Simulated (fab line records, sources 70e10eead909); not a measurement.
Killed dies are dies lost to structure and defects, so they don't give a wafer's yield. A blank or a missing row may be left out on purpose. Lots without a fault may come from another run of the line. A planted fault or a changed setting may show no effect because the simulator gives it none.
Chamber matching | flow nand_harc | NHARC_A_CONTACT_DEP_58 on pecvd-03: 3 sister chambers
The step deposits SiON, target thk 60 nm. 3 wafers are shown with their chamber, then 7 later ones without.

WAFERS WITH THEIR CHAMBER
wafer  | chamber | heater_power_w (W)
L084.4 | 0       | 990
L087.4 | 2       | 876
L094.4 | 1       | 695

WAFERS WITHOUT THEIR CHAMBER
wafer  | heater_power_w (W)
L094.6 | 738
L096.1 | 748
L096.2 | 963
L096.4 | 953
L097.2 | 710
L097.3 | 877
L097.4 | 727

WHICH CHAMBER EACH WENT THROUGH
wafer  | from the rows above     | in truth
L094.6 | 1                       | 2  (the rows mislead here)
L096.1 | 1                       | 1
L096.2 | can't be placed: 0 or 2 | 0
L096.4 | can't be placed: 0 or 2 | 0
L097.2 | 1                       | 1
L097.3 | 2                       | 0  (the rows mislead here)
L097.4 | 1                       | 1
Placed correctly: 3 of 7. Can't be placed from these rows: 2 (the true chamber is among the candidates in 2). Placed wrongly: 2.
How it was worked out, from the rows above alone: a wafer's distance from a chamber is the root of the sum, over the readings, of the square of ((its reading less the chamber's mean) divided by the reading's scatter). The wafer belongs to the nearest chamber; if the next one is less than 2 further off, it can't be placed. A chamber's mean is the mean of its shown wafers. The scatter: with one shown wafer a chamber, the root of the mean of the squares of how far each hidden wafer lies from its nearest shown one.
